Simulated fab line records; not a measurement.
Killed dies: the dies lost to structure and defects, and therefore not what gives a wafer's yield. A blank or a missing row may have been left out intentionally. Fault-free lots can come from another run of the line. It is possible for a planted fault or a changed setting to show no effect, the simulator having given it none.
Split-lot trial :: flow n5-finfet :: 7 lots, 21 wafers read, on a route of 1938 steps

SPLIT DETAILS
At N5_BEOL_M9_ETCH_61 (etches SiARC in CF4, target depth 39 nm, time 65 s), the setting source-w was moved away from the recipe's 545 W on 7 of the 21 wafers read, by -5.2% to +17.7%. This setting was run at the recipe's value on the other wafers.

The reading comes from the split's own step.

THE READING
rf-vpp-V, in V, at N5_BEOL_M9_ETCH_61 (etches SiARC in CF4, target depth 39 nm, time 65 s). Typical for fault-free wafers on this fab line: 184.4 V, with standard deviation 1.1 V.

wafer: L074.1
tool, chamber at the split: rie-diel-05, 2
source-w as run, W: 580.7
against the recipe: +6.6%
rf-vpp-V, V: 176.6
against lot-mates on the recipe: -8.9

wafer: L074.3
tool, chamber at the split: rie-diel-05, 1
source-w as run, W: 545
against the recipe: recipe
rf-vpp-V, V: 185.5
against lot-mates on the recipe: -

wafer: L074.5
tool, chamber at the split: rie-diel-05, 2
source-w as run, W: 580.7
against the recipe: +6.6%
rf-vpp-V, V: 179.0
against lot-mates on the recipe: -6.5

wafer: L083.2
tool, chamber at the split: rie-diel-05, 3
source-w as run, W: 610.2
against the recipe: +12.0%
rf-vpp-V, V: 176.6
against lot-mates on the recipe: -7.5

wafer: L083.4
tool, chamber at the split: rie-diel-05, 1
source-w as run, W: 545
against the recipe: recipe
rf-vpp-V, V: 182.6
against lot-mates on the recipe: -

wafer: L083.5
tool, chamber at the split: rie-diel-05, 0
source-w as run, W: 545
against the recipe: recipe
rf-vpp-V, V: 185.5
against lot-mates on the recipe: -

wafer: L086.4
tool, chamber at the split: rie-diel-02, 0
source-w as run, W: 516.8
against the recipe: -5.2%
rf-vpp-V, V: 189.4
against lot-mates on the recipe: +4.5

wafer: L086.5
tool, chamber at the split: rie-diel-02, 3
source-w as run, W: 545
against the recipe: recipe
rf-vpp-V, V: 186.2
against lot-mates on the recipe: -

wafer: L086.6
tool, chamber at the split: rie-diel-02, 1
source-w as run, W: 545
against the recipe: recipe
rf-vpp-V, V: 183.6
against lot-mates on the recipe: -

wafer: L087.2
tool, chamber at the split: rie-diel-02, 3
source-w as run, W: 545
against the recipe: recipe
rf-vpp-V, V: 184.7
against lot-mates on the recipe: -

wafer: L087.3
tool, chamber at the split: rie-diel-02, 1
source-w as run, W: 545
against the recipe: recipe
rf-vpp-V, V: 183.7
against lot-mates on the recipe: -

wafer: L087.5
tool, chamber at the split: rie-diel-02, 0
source-w as run, W: 641.7
against the recipe: +17.7%
rf-vpp-V, V: 175.8
against lot-mates on the recipe: -8.4

wafer: L091.1
tool, chamber at the split: rie-diel-02, 1
source-w as run, W: 545
against the recipe: recipe
rf-vpp-V, V: 185.5
against lot-mates on the recipe: -

wafer: L091.3
tool, chamber at the split: rie-diel-02, 3
source-w as run, W: 545
against the recipe: recipe
rf-vpp-V, V: 185.0
against lot-mates on the recipe: -

wafer: L091.4
tool, chamber at the split: rie-diel-02, 0
source-w as run, W: 545
against the recipe: recipe
rf-vpp-V, V: 184.1
against lot-mates on the recipe: -

wafer: L093.2
tool, chamber at the split: rie-diel-01, 3
source-w as run, W: 603.9
against the recipe: +10.8%
rf-vpp-V, V: 178.7
against lot-mates on the recipe: -6.0

wafer: L093.5
tool, chamber at the split: rie-diel-01, 2
source-w as run, W: 545
against the recipe: recipe
rf-vpp-V, V: 184.7
against lot-mates on the recipe: -

wafer: L093.6
tool, chamber at the split: rie-diel-01, 1
source-w as run, W: 603.9
against the recipe: +10.8%
rf-vpp-V, V: 177.5
against lot-mates on the recipe: -7.2

wafer: L097.1
tool, chamber at the split: rie-diel-05, 2
source-w as run, W: 545
against the recipe: recipe
rf-vpp-V, V: 183.6
against lot-mates on the recipe: -

wafer: L097.2
tool, chamber at the split: rie-diel-05, 3
source-w as run, W: 545
against the recipe: recipe
rf-vpp-V, V: 184.2
against lot-mates on the recipe: -

wafer: L097.6
tool, chamber at the split: rie-diel-05, 3
source-w as run, W: 545
against the recipe: recipe
rf-vpp-V, V: 185.3
against lot-mates on the recipe: -

THE FIT
A straight line over all 21 wafers: rf-vpp-V changes by -0.623 V for each +1% of source-w; r = -0.93; the points scatter about the line by 1.4 V.
The same after taking each lot's own level away (the mean of its wafers on the recipe; 21 wafers): -0.616 V for each +1%; r = -0.91; scatter 1.6 V.
According to that fit, moving source-w by its largest amount changes the reading by 11 V.
Across the lots, their own levels run from 184.05 to 185.50 V, a range of 1.3 times the standard deviation given above.
Hence the lot-to-lot level has little effect on the slope; both slopes agree.
Check: for one of the wafers moved furthest among these (+17.7%), held out of the fit, the line's prediction against its lot-mates is -12.9 V. It came out at -8.4 V against them.
Tool readings at the split's step, against how far the setting was moved: rf-vpp-V r = -0.93.

OTHER SPLITS APPLIED TO THESE WAFERS
Note: prior to the reading, these wafers also went through further splits. Each is held against what the fit with the lots' levels taken away leaves over:
other split on the same wafers: N5_BEOL_M7_DESCUM_33 time-s
wafers away from the commonest value: 3
r with rf-vpp-V (lot level and that fit taken away): +0.05

other split on the same wafers: N5_BEOL_M8_TRENCH_ETCH_37 time-s
wafers away from the commonest value: 8
r with rf-vpp-V (lot level and that fit taken away): +0.06

other split on the same wafers: N5_BEOL_M8_ALD_77 purge-time-s
wafers away from the commonest value: 9
r with rf-vpp-V (lot level and that fit taken away): -0.22

other split on the same wafers: N5_BEOL_M9_COAT_05 spin-rpm
wafers away from the commonest value: 10
r with rf-vpp-V (lot level and that fit taken away): -0.30

THE FILE'S OWN FIT
rf-vpp-V changes by -0.593 V for each +1% of source-w, r = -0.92.
